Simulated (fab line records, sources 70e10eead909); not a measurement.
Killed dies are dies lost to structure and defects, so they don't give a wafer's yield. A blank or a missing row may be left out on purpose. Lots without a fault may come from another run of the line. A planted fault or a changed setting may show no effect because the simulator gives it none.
Chamber matching | flow nand_harc | NHARC_A_SGD_CUT_CMP_21 on cmp-03: 4 sister chambers
The step polishes, target thk 148.19 nm. 8 wafers are shown with their chamber, then 7 later ones without.

WAFERS WITH THEIR CHAMBER
wafer  | chamber | motor_current_A (A) | time_to_endpoint_s (s)
L133.1 | 0       | 11.2                | 46.8
L138.5 | 0       | 11.2                | 48.8
L137.1 | 3       | 11.6                | 46.2
L140.2 | 3       | 11.5                | 45.5
L142.1 | 2       | 11.8                | 46.1
L142.2 | 1       | 13.4                | 52.6
L149.3 | 2       | 12.1                | 51.3
L149.4 | 1       | 12.9                | 51.5

WAFERS WITHOUT THEIR CHAMBER
wafer  | motor_current_A (A) | time_to_endpoint_s (s)
L149.6 | 11.1                | 51.4
L154.3 | 11.6                | 51.4
L154.4 | 11.4                | 48.5
L154.5 | 11.2                | 49.0
L152.4 | 12.1                | 48.2
L152.5 | 10.8                | 49.8
L152.6 | 13.4                | 53.6

WHICH CHAMBER EACH WENT THROUGH
wafer  | from the rows above          | in truth
L149.6 | can't be placed: 0 or 3      | 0
L154.3 | can't be placed: 2 or 0 or 3 | 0
L154.4 | can't be placed: 0 or 3 or 2 | 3
L154.5 | can't be placed: 0 or 3      | 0
L152.4 | 2                            | 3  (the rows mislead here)
L152.5 | can't be placed: 0 or 3      | 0
L152.6 | 1                            | 1
Placed correctly: 1 of 7. Can't be placed from these rows: 5 (the true chamber is among the candidates in 5). Placed wrongly: 1.
How it was worked out, from the rows above alone: a wafer's distance from a chamber is the root of the sum, over the readings, of the square of ((its reading less the chamber's mean) divided by the reading's scatter). The wafer belongs to the nearest chamber; if the next one is less than 2 further off, it can't be placed. A chamber's mean is the mean of its shown wafers. The scatter: the root of (the sum of the squares of (reading less its chamber's mean) over the shown wafers, divided by (wafers less chambers)).
